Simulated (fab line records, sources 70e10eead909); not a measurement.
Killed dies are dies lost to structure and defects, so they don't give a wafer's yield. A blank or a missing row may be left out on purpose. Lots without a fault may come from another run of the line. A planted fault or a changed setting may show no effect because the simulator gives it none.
Problem report in the 8D (eight disciplines) form, filled by code | flow nand_harc | the parts of the form that need people (team, actions taken, sign-off) are left out

1. THE PROBLEM
cd_nm at NHARC_P_STI_CD_MEAS_09 reads a mean of 179.8 nm on 3 wafers of 3 lots; wafers without a fault read 199.5 nm with a standard deviation of 2.9. That is -6.8 standard deviations from the usual mean.
The step: target cd 200 nm.
First seen on wafer L994.3, day 3 19:08, on cd_sem-03. The record holds 33 wafers of 13 lots with a number at this step. Rule for "out", or "out of limits": more than 4 standard deviations from the usual mean. The other wafers with a number count as sound.

2. WHAT IT IS AND WHAT IT IS NOT
question                    | is                     | is not
which readings at this step | cd_nm                  | -
which lots                  | L994, L995, L997       | L105, L106, L108, L110, L112, L989, L990, L991, L993, L999
which wafers of those lots  | all that have a number | -
read on which gauges        | cd_sem-02, cd_sem-03   | cd_sem-01
when                        | from day 3 19:08       | up to then (12 sound wafers); but 18 sound wafers of L105, L106, L108, L110, L112, L999 came after

3. SUSPECTS, AND WHAT RULES EACH OUT
Counting: a tool at a process step up to the reading stays a suspect if it ran every lot that is out and no sound lot after the first of them.
- the gauge at NHARC_P_STI_CD_MEAS_09: ruled out. The wafers that are out were read on 2 gauges (cd_sem-02, cd_sem-03).
- krf_scanner-04 at NHARC_P_STI_EXPOSE_06 (exposes mask P STI, target cd 200 nm): ruled out as a lasting fault. Sound lots L112 ran on it after its first lot that is out, L994 (day 3 18:59).
Left after counting: nothing in the record.

4. THE CAUSE (what the simulator had put in)
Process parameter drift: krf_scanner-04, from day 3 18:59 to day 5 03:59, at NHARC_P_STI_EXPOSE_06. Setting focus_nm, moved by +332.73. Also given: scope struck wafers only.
Counting ruled it out, wrongly: the rule takes a fault to strike every lot that its tool runs from its start on, and this one did not.

5. THE CHAIN OF EFFECTS, in route order
Each row: a reading whose mean over the struck wafers that have a number lies more than 3 standard deviations from the usual. Only readings for which the record gives a usual standard deviation are gone through. hours: the time from each lot's start at the first step in this table that gives one to its start at this step, as a median over the lots. sigmas: the change in usual standard deviations.
hours | step                    | reading           | usual    | on struck wafers | change | sigmas
0     | NHARC_P_STI_CD_MEAS_09  | cd_nm             | 199.5 nm | 179.8            | -19.7  | -6.8
9     | NHARC_P_STI_OCD_MEAS_17 | trench_foot_cd_nm | 157.2 nm | 137.3            | -19.9  | -6.9
Later measuring or inspecting steps at which every struck wafer that the step has a row for has a number for every such reading, and none has moved that far: NHARC_END_SORT_01.

6. WHAT WOULD HAVE CAUGHT IT SOONER
In this record the first reading out of limits at a measuring or inspecting step was taken at day 3 19:08, 0 hours after the fault began at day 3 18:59.
